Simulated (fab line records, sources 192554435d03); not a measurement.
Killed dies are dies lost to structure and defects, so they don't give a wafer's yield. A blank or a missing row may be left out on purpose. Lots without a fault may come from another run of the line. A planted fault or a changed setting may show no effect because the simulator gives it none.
Chamber matching | flow n5_finfet | N5_SDB_DESCUM_16 on rie_diel-01: 4 sister chambers
The step chemistry O2, time 7.9 s. 4 wafers are shown with their chamber, then 10 later ones without.

WAFERS WITH THEIR CHAMBER
wafer  | chamber | drypump_motor_current_A (A)
L079.2 | 0       | 5.8
L087.5 | 3       | 6.0
L089.3 | 2       | 5.4
L089.4 | 1       | 6.0

WAFERS WITHOUT THEIR CHAMBER
wafer  | drypump_motor_current_A (A)
L089.6 | 6.0
L090.2 | 5.4
L090.4 | 5.8
L090.5 | 6.0
L096.1 | 6.0
L096.5 | 5.4
L096.6 | 6.0
L097.4 | 6.0
L097.5 | 5.5
L097.6 | 6.0

WHICH CHAMBER EACH WENT THROUGH
wafer  | from the rows above     | in truth
L089.6 | can't be placed: 1 or 3 | 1
L090.2 | 2                       | 2
L090.4 | 0                       | 0
L090.5 | can't be placed: 1 or 3 | 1
L096.1 | can't be placed: 1 or 3 | 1
L096.5 | 2                       | 2
L096.6 | can't be placed: 1 or 3 | 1
L097.4 | can't be placed: 1 or 3 | 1
L097.5 | 2                       | 2
L097.6 | can't be placed: 1 or 3 | 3
Placed correctly: 4 of 10. Can't be placed from these rows: 6 (the true chamber is among the candidates in 6). Placed wrongly: 0.
How it was worked out, from the rows above alone: a wafer's distance from a chamber is the root of the sum, over the readings, of the square of ((its reading less the chamber's mean) divided by the reading's scatter). The wafer belongs to the nearest chamber; if the next one is less than 2 further off, it can't be placed. A chamber's mean is the mean of its shown wafers. The scatter: with one shown wafer a chamber, the root of the mean of the squares of how far each hidden wafer lies from its nearest shown one.
